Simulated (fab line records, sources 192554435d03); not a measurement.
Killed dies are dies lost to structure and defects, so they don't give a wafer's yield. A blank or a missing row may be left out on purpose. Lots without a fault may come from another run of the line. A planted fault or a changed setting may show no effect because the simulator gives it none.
Chamber matching | flow n5_finfet | N5_BEOL_M4_STRIP_66 on rie_diel-03: 4 sister chambers
The step strips in CF4. 4 wafers are shown with their chamber, then 8 later ones without.

WAFERS WITH THEIR CHAMBER
wafer  | chamber | drypump_motor_current_A (A)
L090.2 | 1       | 4.8
L093.4 | 0       | 6.2
L093.5 | 3       | 5.8
L094.2 | 2       | 5.8

WAFERS WITHOUT THEIR CHAMBER
wafer  | drypump_motor_current_A (A)
L094.3 | 4.8
L094.4 | 5.7
L096.1 | 4.9
L096.2 | 5.7
L096.6 | 5.8
L097.1 | 4.8
L097.3 | 5.7
L097.5 | 5.7

WHICH CHAMBER EACH WENT THROUGH
wafer  | from the rows above     | in truth
L094.3 | 1                       | 1
L094.4 | can't be placed: 2 or 3 | 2
L096.1 | 1                       | 1
L096.2 | can't be placed: 2 or 3 | 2
L096.6 | can't be placed: 2 or 3 | 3
L097.1 | 1                       | 1
L097.3 | can't be placed: 2 or 3 | 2
L097.5 | can't be placed: 2 or 3 | 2
Placed correctly: 3 of 8. Can't be placed from these rows: 5 (the true chamber is among the candidates in 5). Placed wrongly: 0.
How it was worked out, from the rows above alone: a wafer's distance from a chamber is the root of the sum, over the readings, of the square of ((its reading less the chamber's mean) divided by the reading's scatter). The wafer belongs to the nearest chamber; if the next one is less than 2 further off, it can't be placed. A chamber's mean is the mean of its shown wafers. The scatter: with one shown wafer a chamber, the root of the mean of the squares of how far each hidden wafer lies from its nearest shown one.
